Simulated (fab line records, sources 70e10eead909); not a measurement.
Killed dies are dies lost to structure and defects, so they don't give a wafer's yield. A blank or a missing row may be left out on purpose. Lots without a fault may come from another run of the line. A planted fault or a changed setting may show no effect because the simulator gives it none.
A sampling plan put to the test | flow nand_harc | one fab line, 41 faults that these records tell of, each judged on the records of the lots that it struck
The plan is the line's own looks: the steps of the route at which a gauge or an inspection reads the wafer and doesn't change it. A look can be judged if struck wafers have a number there and the file gives its usual mean and standard deviation on fault-free wafers. Caught: at a look after the fault's first step, the mean of the struck wafers lies 4 or more of those standard deviations (sigma) from the usual mean. On the tool: the same test on the tool's own readings at the fault's steps. Another recipe on the struck wafers, or a record that is blank for them alone, also counts as caught.

THE FAULTS, as the simulator had put them in
1. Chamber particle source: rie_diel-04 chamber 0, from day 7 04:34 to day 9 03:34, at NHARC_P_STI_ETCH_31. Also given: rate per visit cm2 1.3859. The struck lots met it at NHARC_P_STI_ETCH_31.
2. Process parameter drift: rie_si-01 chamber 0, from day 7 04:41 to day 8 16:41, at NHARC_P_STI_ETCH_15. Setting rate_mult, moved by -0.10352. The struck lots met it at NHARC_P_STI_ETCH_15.
3. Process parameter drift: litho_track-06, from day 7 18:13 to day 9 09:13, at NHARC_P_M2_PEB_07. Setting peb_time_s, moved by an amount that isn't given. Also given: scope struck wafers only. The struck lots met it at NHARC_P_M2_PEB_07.
4. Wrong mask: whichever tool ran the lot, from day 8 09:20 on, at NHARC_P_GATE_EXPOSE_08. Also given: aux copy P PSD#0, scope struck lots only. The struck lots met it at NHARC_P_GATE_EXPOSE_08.
5. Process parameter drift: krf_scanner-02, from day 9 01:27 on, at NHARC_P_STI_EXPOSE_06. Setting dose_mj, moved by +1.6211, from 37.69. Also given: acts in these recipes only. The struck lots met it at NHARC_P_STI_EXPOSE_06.
6. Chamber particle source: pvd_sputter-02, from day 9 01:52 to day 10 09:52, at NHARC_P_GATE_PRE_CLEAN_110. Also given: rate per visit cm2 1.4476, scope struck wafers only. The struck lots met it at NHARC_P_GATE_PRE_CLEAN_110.
7. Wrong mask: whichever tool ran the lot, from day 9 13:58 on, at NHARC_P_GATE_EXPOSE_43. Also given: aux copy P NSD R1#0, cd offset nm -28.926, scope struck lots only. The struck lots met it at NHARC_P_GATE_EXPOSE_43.
8. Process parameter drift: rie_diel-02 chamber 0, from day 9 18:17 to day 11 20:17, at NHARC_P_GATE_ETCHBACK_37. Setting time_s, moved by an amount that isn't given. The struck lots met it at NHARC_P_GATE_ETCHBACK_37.
9. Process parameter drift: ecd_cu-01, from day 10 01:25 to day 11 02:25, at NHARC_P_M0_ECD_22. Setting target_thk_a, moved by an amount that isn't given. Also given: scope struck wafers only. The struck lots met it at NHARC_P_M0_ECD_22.
10. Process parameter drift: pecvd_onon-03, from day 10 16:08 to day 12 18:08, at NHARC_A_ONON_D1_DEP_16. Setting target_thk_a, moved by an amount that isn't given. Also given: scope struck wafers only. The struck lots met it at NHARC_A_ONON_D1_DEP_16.
11. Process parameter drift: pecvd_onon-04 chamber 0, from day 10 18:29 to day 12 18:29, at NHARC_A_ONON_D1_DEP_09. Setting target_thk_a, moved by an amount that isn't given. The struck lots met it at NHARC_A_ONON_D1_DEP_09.
12. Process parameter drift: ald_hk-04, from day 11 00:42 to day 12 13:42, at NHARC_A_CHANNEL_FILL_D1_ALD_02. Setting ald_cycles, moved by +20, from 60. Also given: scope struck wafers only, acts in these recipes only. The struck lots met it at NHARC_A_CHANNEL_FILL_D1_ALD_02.
13. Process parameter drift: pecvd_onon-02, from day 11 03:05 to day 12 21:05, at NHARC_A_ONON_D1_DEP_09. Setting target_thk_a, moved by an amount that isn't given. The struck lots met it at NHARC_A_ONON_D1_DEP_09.
14. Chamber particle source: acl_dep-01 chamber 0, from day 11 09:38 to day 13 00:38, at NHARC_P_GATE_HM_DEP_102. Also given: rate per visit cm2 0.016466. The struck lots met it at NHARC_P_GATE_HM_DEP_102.
15. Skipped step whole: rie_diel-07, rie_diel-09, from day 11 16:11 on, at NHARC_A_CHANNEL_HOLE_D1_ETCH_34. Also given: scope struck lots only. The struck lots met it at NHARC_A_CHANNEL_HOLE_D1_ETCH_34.
16. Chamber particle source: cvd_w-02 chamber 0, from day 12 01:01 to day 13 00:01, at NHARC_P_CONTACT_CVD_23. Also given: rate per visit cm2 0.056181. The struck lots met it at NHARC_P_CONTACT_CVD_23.
17. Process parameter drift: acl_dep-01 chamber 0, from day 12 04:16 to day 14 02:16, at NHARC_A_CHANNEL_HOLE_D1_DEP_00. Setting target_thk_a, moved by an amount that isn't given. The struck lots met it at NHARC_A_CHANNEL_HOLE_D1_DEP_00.
18. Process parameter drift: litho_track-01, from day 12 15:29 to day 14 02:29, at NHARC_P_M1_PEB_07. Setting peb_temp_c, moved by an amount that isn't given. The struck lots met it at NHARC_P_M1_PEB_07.
19. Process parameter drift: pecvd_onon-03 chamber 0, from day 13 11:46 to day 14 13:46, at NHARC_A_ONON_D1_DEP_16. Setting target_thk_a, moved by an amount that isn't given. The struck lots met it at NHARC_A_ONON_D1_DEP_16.
20. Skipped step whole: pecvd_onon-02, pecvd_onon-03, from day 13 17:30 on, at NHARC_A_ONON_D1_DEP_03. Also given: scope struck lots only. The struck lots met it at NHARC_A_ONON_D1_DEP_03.
21. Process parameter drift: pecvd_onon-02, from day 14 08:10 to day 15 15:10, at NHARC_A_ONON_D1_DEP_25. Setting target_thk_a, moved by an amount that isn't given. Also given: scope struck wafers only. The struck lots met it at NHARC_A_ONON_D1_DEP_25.
22. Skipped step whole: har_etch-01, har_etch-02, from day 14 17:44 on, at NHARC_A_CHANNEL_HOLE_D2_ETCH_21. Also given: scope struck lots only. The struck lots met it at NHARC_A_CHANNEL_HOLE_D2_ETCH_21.
23. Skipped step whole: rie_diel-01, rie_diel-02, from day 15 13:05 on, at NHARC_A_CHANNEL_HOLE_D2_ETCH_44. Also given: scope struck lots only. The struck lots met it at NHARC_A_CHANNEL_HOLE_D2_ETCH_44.
24. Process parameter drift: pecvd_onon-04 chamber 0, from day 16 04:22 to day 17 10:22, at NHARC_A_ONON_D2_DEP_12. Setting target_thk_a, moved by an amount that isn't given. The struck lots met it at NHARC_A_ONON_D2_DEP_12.
25. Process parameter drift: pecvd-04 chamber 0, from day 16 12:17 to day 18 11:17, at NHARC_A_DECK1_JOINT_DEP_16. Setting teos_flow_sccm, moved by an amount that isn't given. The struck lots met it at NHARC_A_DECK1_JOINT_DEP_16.
26. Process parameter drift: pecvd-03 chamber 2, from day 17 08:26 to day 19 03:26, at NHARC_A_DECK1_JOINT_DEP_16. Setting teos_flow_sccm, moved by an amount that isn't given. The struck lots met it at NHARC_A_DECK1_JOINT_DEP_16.
27. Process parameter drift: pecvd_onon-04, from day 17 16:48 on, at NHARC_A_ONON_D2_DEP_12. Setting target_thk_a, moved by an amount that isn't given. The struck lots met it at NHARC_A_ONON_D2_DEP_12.
28. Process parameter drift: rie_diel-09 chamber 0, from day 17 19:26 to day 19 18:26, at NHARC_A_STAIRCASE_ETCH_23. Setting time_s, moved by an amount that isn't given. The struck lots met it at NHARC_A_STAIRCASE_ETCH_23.
29. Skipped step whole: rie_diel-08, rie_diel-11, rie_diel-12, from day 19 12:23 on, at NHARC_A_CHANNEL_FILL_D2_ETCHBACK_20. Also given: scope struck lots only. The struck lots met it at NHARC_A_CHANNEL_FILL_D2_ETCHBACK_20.
30. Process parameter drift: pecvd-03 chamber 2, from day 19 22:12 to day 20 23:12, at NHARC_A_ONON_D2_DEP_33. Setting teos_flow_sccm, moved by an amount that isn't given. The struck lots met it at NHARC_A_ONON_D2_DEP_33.
31. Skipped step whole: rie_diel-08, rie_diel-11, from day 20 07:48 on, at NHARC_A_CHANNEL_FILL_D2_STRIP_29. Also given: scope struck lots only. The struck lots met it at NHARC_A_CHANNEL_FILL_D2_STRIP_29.
32. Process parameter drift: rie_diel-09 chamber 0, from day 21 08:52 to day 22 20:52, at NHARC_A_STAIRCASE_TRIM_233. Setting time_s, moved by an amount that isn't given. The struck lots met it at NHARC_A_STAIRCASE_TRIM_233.
33. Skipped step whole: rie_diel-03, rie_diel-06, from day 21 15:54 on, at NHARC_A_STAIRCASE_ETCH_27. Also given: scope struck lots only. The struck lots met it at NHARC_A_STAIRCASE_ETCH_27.
34. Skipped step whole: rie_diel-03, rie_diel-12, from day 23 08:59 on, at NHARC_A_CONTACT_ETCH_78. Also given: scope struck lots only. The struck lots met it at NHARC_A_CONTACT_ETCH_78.
35. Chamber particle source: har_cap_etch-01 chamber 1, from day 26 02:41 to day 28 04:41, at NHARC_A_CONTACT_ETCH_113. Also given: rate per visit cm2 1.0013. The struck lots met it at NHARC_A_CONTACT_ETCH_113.
36. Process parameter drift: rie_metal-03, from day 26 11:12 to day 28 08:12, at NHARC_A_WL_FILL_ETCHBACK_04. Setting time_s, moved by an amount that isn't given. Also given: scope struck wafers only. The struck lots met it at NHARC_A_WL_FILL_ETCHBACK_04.
37. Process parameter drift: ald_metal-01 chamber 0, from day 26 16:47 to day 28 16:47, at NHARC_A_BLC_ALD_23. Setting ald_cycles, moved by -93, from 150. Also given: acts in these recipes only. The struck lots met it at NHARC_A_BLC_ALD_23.
38. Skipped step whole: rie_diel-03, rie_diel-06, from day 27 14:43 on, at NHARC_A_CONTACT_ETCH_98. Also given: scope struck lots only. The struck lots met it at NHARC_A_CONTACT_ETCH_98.
39. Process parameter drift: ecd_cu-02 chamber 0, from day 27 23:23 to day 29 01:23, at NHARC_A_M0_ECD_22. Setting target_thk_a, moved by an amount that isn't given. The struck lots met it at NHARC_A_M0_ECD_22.
40. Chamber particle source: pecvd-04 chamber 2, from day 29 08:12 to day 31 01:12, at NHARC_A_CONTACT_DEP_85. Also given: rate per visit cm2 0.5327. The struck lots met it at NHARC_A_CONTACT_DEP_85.
41. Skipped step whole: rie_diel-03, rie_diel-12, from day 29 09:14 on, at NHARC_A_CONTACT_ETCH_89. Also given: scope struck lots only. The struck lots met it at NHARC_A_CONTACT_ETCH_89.

WHAT THE PLAN SAW
fault | on the tool itself                               | first look that catches it                      | reading, sigma                                    | median hours from its first step to that look | hours from the fault's start to the first struck lot there | judged looks passed uncaught
1     | under 2 sigma                                    | NHARC_END_SORT_01                               | killed_at_periphery +39                           | 543.4                                         | 566                                                        | 3
2     | oes_product_au -6.2 sigma                        | NHARC_P_STI_OCD_MEAS_17                         | trench_depth_nm -6.4                              | 0.2                                           | 16                                                         | 0
3     | no reading that can be judged                    | NHARC_P_M2_CD_MEAS_09                           | cd_nm +10                                         | 0.1                                           | 15                                                         | 0
4     | no reading that can be judged                    | NHARC_END_SORT_01                               | killed_at_periphery +99 or beyond                 | 497.6                                         | 499                                                        | 1
5     | exposure_dose_mJ_cm2 +8.0 sigma                  | none of the 5 looks that can be judged after it | strongest: cd_nm at NHARC_P_STI_CD_MEAS_09, +2.3  | -                                             | -                                                          | 5
6     | no reading that can be judged                    | NHARC_P_GATE_INSPECT_68                         | raw_defect_count +12                              | 0.9                                           | 13                                                         | 0
7     | no reading that can be judged                    | NHARC_P_GATE_CD_MEAS_46                         | cd_nm -14                                         | 0.2                                           | 6                                                          | 0
8     | run_length_s +36 sigma                           | NHARC_END_SORT_01                               | killed_at_periphery +99 or beyond                 | 464.6                                         | 500                                                        | 0
9     | no reading that can be judged                    | no look after it can be judged                  | -                                                 | -                                             | -                                                          | 0
10    | no reading that can be judged                    | NHARC_A_ONON_D1_THK_MEAS_18                     | thk_nm -45                                        | 0.5                                           | 9                                                          | 0
11    | no reading that can be judged                    | NHARC_A_ONON_D1_THK_MEAS_11                     | thk_nm +99 or beyond                              | 0.5                                           | 31                                                         | 0
12    | under 2 sigma                                    | not the one look that can be judged after it    | strongest: VT_DECK1_TOP at NHARC_END_WLT_00, +3.3 | -                                             | -                                                          | 1
13    | under 2 sigma                                    | NHARC_A_ONON_D1_THK_MEAS_11                     | thk_nm +91                                        | 0.5                                           | 11                                                         | 0
14    | under 2 sigma                                    | NHARC_P_GATE_INSPECT_28                         | raw_defect_count +4.3                             | 1.3                                           | 11                                                         | 0
15    | the tool's record is blank for the struck wafers | NHARC_END_SORT_01                               | killed_dies +36                                   | 390.5                                         | 389                                                        | 0
16    | under 2 sigma                                    | NHARC_END_SORT_01                               | killed_at_periphery +11                           | 434.5                                         | 445                                                        | 1
17    | under 2 sigma                                    | NHARC_END_SORT_01                               | killed_at_array +36                               | 398.1                                         | 408                                                        | 0
18    | plate_temp_C +6.7 sigma                          | none of the 2 looks that can be judged after it | strongest: cd_nm at NHARC_P_M1_CD_MEAS_09, +3.9   | -                                             | -                                                          | 2
19    | under 2 sigma                                    | NHARC_A_ONON_D1_THK_MEAS_18                     | thk_nm +69                                        | 0.5                                           | 19                                                         | 0
20    | the tool's record is blank for the struck wafers | NHARC_END_SORT_01                               | killed_at_array +36                               | 396.6                                         | 395                                                        | 0
21    | no reading that can be judged                    | NHARC_A_ONON_D1_THK_MEAS_27                     | thk_nm +72                                        | 0.5                                           | 0                                                          | 0
22    | the tool's record is blank for the struck wafers | NHARC_A_CHANNEL_HOLE_D2_CD_MEAS_31              | cd_nm -55                                         | 5.5                                           | 11                                                         | 0
23    | the tool's record is blank for the struck wafers | NHARC_END_SORT_01                               | killed_dies +36                                   | 265.3                                         | 271                                                        | 0
24    | under 2 sigma                                    | NHARC_A_ONON_D2_THK_MEAS_14                     | thk_nm +61                                        | 0.5                                           | 6                                                          | 0
25    | mfc_precursor_sccm +99 or beyond sigma           | NHARC_A_DECK1_JOINT_THK_MEAS_17                 | thk_nm +24                                        | 0.3                                           | 5                                                          | 0
26    | mfc_precursor_sccm +99 or beyond sigma           | NHARC_A_DECK1_JOINT_THK_MEAS_17                 | thk_nm +16                                        | 0.2                                           | 13                                                         | 0
27    | no reading that can be judged                    | NHARC_A_ONON_D2_THK_MEAS_14                     | thk_nm -45                                        | 0.5                                           | 19                                                         | 0
28    | run_length_s -35 sigma                           | NHARC_END_SORT_01                               | killed_dies +36                                   | 206.9                                         | 243                                                        | 0
29    | the tool's record is blank for the struck wafers | NHARC_END_SORT_01                               | killed_dies +36                                   | 243.2                                         | 256                                                        | 0
30    | mfc_precursor_sccm -29 sigma                     | NHARC_A_ONON_D2_THK_MEAS_34                     | thk_nm -5.7                                       | 0.4                                           | 3                                                          | 0
31    | the tool's record is blank for the struck wafers | NHARC_END_SORT_01                               | killed_at_array +36                               | 217.2                                         | 237                                                        | 0
32    | run_length_s -99 or beyond sigma                 | NHARC_END_SORT_01                               | killed_dies +36                                   | 210.8                                         | 231                                                        | 0
33    | the tool's record is blank for the struck wafers | NHARC_END_SORT_01                               | killed_dies +36                                   | 202.8                                         | 205                                                        | 0
34    | the tool's record is blank for the struck wafers | NHARC_END_SORT_01                               | killed_dies +36                                   | 61.4                                          | 60                                                         | 0
35    | no reading that can be judged                    | NHARC_END_SORT_01                               | killed_dies +5.0                                  | 73.4                                          | 75                                                         | 1
36    | run_length_s -99 or beyond sigma                 | NHARC_END_SORT_01                               | killed_at_array +36                               | 98.0                                          | 105                                                        | 0
37    | only faintly: heater_power_w +2.0 sigma          | NHARC_END_SORT_01                               | killed_dies +36                                   | 47.4                                          | 62                                                         | 0
38    | the tool's record is blank for the struck wafers | NHARC_END_SORT_01                               | killed_at_array +36                               | 50.0                                          | 62                                                         | 0
39    | no reading that can be judged                    | none of the 2 looks that can be judged after it | -                                                 | -                                             | -                                                          | 2
40    | under 2 sigma                                    | NHARC_A_CONTACT_INSPECT_10                      | raw_defect_count +13                              | 0.7                                           | 2                                                          | 0
41    | the tool's record is blank for the struck wafers | NHARC_END_SORT_01                               | killed_at_array +36                               | 51.8                                          | 49                                                         | 0
A dash: the fault isn't caught, or these records don't give the number.

Caught at a look: 36 of 41. Caught on the tool: 20 of 41. By one or the other: 38 of 41.
Caught on the tool alone: faults 5, 18.
Caught at a look alone: faults 1, 3, 4, 6, 7, 10, 11, 13, 14, 16, 17, 19, 21, 24, 27, 35, 37, 40.
Caught by neither: faults 9, 12, 39.

THINNER SAMPLING
If the look that catches a fault measured only every second or every third lot, by lot number, the first struck lot would be measured this late in the worst case:
fault | struck lots at that look, in order of time | every lot | every second lot | every third lot
1     | L516, L520                                 | 566 h     | may miss all 2   | may miss all 2
2     | L224                                       | 16 h      | may miss it      | may miss it
3     | L233, L235                                 | 15 h      | may miss all 2   | may miss all 2
4     | L889                                       | 499 h     | may miss it      | may miss it
6     | L583                                       | 13 h      | may miss it      | may miss it
7     | L881                                       | 6 h       | may miss it      | may miss it
8     | L512, L513                                 | 500 h     | 506 h            | may miss all 2
10    | L522, L525                                 | 9 h       | 41 h             | may miss all 2
11    | L450, L451                                 | 31 h      | 39 h             | may miss all 2
13    | L461, L464                                 | 11 h      | 38 h             | may miss all 2
14    | L642, L643                                 | 11 h      | 16 h             | may miss all 2
15    | L596, L597                                 | 389 h     | 412 h            | may miss all 2
16    | L330, L332                                 | 445 h     | may miss all 2   | may miss all 2
17    | L629, L630                                 | 408 h     | 409 h            | may miss all 2
19    | L687, L685                                 | 19 h      | may miss all 2   | may miss all 2
20    | L947, L950, L951                           | 395 h     | 411 h            | may miss all 3
21    | L698, L696, L699                           | 0 h       | 17 h             | may miss all 3
22    | L715, L713                                 | 11 h      | may miss all 2   | may miss all 2
23    | L190, L189, L191                           | 271 h     | 271 h            | 296 h
24    | L328, L330                                 | 6 h       | may miss all 2   | may miss all 2
25    | L357                                       | 5 h       | may miss it      | may miss it
26    | L667, L668                                 | 13 h      | 24 h             | may miss all 2
27    | L129, L128                                 | 19 h      | 19 h             | may miss all 2
28    | L200                                       | 243 h     | may miss it      | may miss it
29    | L932, L934, L935                           | 256 h     | 272 h            | may miss all 3
30    | L248                                       | 3 h       | may miss it      | may miss it
31    | L135, L136                                 | 237 h     | 237 h            | may miss all 2
32    | L182                                       | 231 h     | may miss it      | may miss it
33    | L495, L496, L497                           | 205 h     | 214 h            | 220 h
34    | L606, L607, L605                           | 60 h      | 68 h             | 69 h
35    | L644, L647                                 | 75 h      | 108 h            | may miss all 2
36    | L338, L341                                 | 105 h     | 139 h            | may miss all 2
37    | L218                                       | 62 h      | may miss it      | may miss it
38    | L713, L714                                 | 62 h      | 62 h             | may miss all 2
40    | L391, L394                                 | 2 h       | 31 h             | may miss all 2
41    | L636, L637                                 | 49 h      | 66 h             | may miss all 2
Hours are from the fault's start to the first struck lot that is measured. The limit of 4 sigma was tested on all struck wafers together, so one lot alone may lie under it. Other struck lots may not be in these records.

THE LONGEST TIMED WAY FROM STEP TO LOOK
Fault 1: a median of 543.4 hours passes between NHARC_P_STI_ETCH_31 and NHARC_END_SORT_01. The looks between them that can be judged stayed within 4 sigma: NHARC_P_STI_CD_MEAS_16, NHARC_P_STI_OCD_MEAS_17, NHARC_P_STI_OCD_MEAS_43.
